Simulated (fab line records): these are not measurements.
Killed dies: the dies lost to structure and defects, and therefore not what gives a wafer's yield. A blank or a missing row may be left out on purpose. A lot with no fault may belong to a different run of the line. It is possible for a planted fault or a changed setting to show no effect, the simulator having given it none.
Struck lot and sound lot, side by side | flow n5Finfet | 21 steps out of a route of 1938
Sound: wafers L605.1, L605.3, L605.5. Struck: wafer L587.2. (L587.6 of the same lot was not struck and is left out.) The cause comes at the end.
Order at every step that has rows: each side's tool, ch and its chambers, its first start. Under that, the readings that differ: sound wafers | struck wafers | difference of the means | sigmas: that difference in standard deviations of wafers without a fault.
alike: readings whose means differ by less than 2 such deviations, and words and numbers that are the same on both sides. not compared: withheld readings, readings that some wafer has no value for, bounds like >300 that may hide the same value, and numbers for which the record gives no deviation and whose values overlap.
A row with sigmas, a row that says differs or no value, or rows on one side alone: a step with any of these is where the two part. Non-overlapping numbers with no deviation appear without sigmas and do not part them. Lack of a reading on every wafer of one side parts them only where that side has two or more wafers.

first, 7 steps without rows for these wafers: N5_BEOL_M13_COAT_22 (resist thk 300 nm); N5_BEOL_M13_EBR_24; N5_BEOL_M13_SOFTBAKE_23 (time 60 s); N5_BEOL_M13_EXPOSE_25 (exposes mask M13, target cd 210 nm); N5_BEOL_M13_PEB_26 (peb time 90 s); N5_BEOL_M13_DEVELOP_27 (develop time 45 s); N5_BEOL_M13_HARDBAKE_32 (time 120 s).
N5_BEOL_M13_CD_MEAS_28 targets a cd of 209.5 nm.
  sound on cdSem-03 ch 0, day 16 14:02; struck on cdSem-01 ch 0, day 11 21:01
  alike: cdNm
N5_BEOL_M13_OVL_MEAS_29:
  sound on overlay-02 ch 0, day 16 14:04; struck on overlay-01 ch 0, day 11 21:03
  alike: M13_OVL
N5_BEOL_M13_INSPECT_30: inspects for defects (macro).
  sound: defectInspect-01 at day 16 14:05; struck: defectInspect-02 at day 11 21:04
reading        | sound | struck | difference | sigmas
rawDefectCount | 3 3 4 | 0      | -3         | -2
N5_BEOL_M13_DESCUM_33: chemistry O2, time 7.9 s.
  sound on rieDiel-04 ch 0,1,2, day 16 14:14; struck on rieDiel-04 ch 2, day 11 21:24
  alike: drypumpMotorCurrentA, oesProductAu, rfVppV, showerheadPlenumPTorr, throttleValvePct
  not compared: rfHoursCounterH
N5_BEOL_M13_ETCH_67: etches SiARC in CF4, target depth 143 nm, time 238.3 s.
  sound on rieDiel-04 ch 0,1,2, day 16 14:16; struck on rieDiel-04 ch 2, day 11 21:26
  alike: drypumpMotorCurrentA, etchRfOnTimeS, oesProductAu, rfVppV, showerheadPlenumPTorr, throttleValvePct
  not compared: rfHoursCounterH
N5_BEOL_M13_ETCH_68: etches SOC in N2/H2, time 355 s.
  sound on rieDiel-04 ch 1,2, day 16 14:29; struck on rieDiel-04 ch 2, day 11 21:35
reading                                    | sound        | struck | difference | sigmas
model.SiARC_of_BEOL_M13_COAT_66.thkNm (nm) | 77 76.8 76.8 | 83     | +6         | 
  alike: drypumpMotorCurrentA, oesProductAu, rfVppV, showerheadPlenumPTorr, throttleValvePct
  not compared: rfHoursCounterH, model.BEOL_M13.cdNm
then, 1 step without rows for these wafers: N5_BEOL_M13_STRIP_69 (strips in N2/H2).
N5_BEOL_M13_TRENCH_ETCH_34: etches SiOC in C4F8/O2/Ar, target depth 413.47 nm, time 162.6 s.
  sound on rieDiel-04 ch 1,2, day 16 14:49; struck on rieDiel-04 ch 2, day 11 21:48
  alike: drypumpMotorCurrentA, heOuterTorr, oesProductAu, rfVppV, showerheadPlenumPTorr, throttleValvePct
  not compared: rfHoursCounterH
then, 1 step without rows for these wafers: N5_BEOL_M13_STRIP_70 (strips in C4F8/O2/Ar).
N5_BEOL_M13_OCD_MEAS_35:
  sound: ocd-02 at day 16 15:04; struck: ocd-02 at day 11 21:59
  alike: trenchDepthNm
N5_BEOL_M13_STRIP_37: strips in N2/H2.
  sound on plasmaAsher-01 ch 0, day 16 15:06; struck on plasmaAsher-02 ch 0, day 11 22:01
reading          | sound       | struck | difference | sigmas
heaterPowerW (W) | 361 366 359 | 317    | -45        | -2
  alike: drypumpMotorCurrentA, oesProductAu
  not compared: rfHoursCounterH
N5_BEOL_M13_ETCH_38: etches SiCN in CF4/N2, target depth 67.5 nm, time 71.9 s.
  sound on rieDiel-05 ch 0,2,3, day 16 15:13; struck on rieDiel-03 ch 0, day 12 02:25
  alike: drypumpMotorCurrentA, oesProductAu, rfVppV, showerheadPlenumPTorr, throttleValvePct
  not compared: rfHoursCounterH, model.BEOL_M13.cdNm
then, 2 steps without rows for these wafers: N5_BEOL_M13_PRECLEAN_39 (cleans in residue remover, time 60 s); N5_PASSIVATION_PROBE_49.

WHERE THEY PART
Last at N5_BEOL_M13_STRIP_37 as far as this record goes, first at N5_BEOL_M13_INSPECT_30. Later steps at which nothing parts them and some readings are alike: N5_BEOL_M13_ETCH_38.

WHY: what had been put in by the simulator
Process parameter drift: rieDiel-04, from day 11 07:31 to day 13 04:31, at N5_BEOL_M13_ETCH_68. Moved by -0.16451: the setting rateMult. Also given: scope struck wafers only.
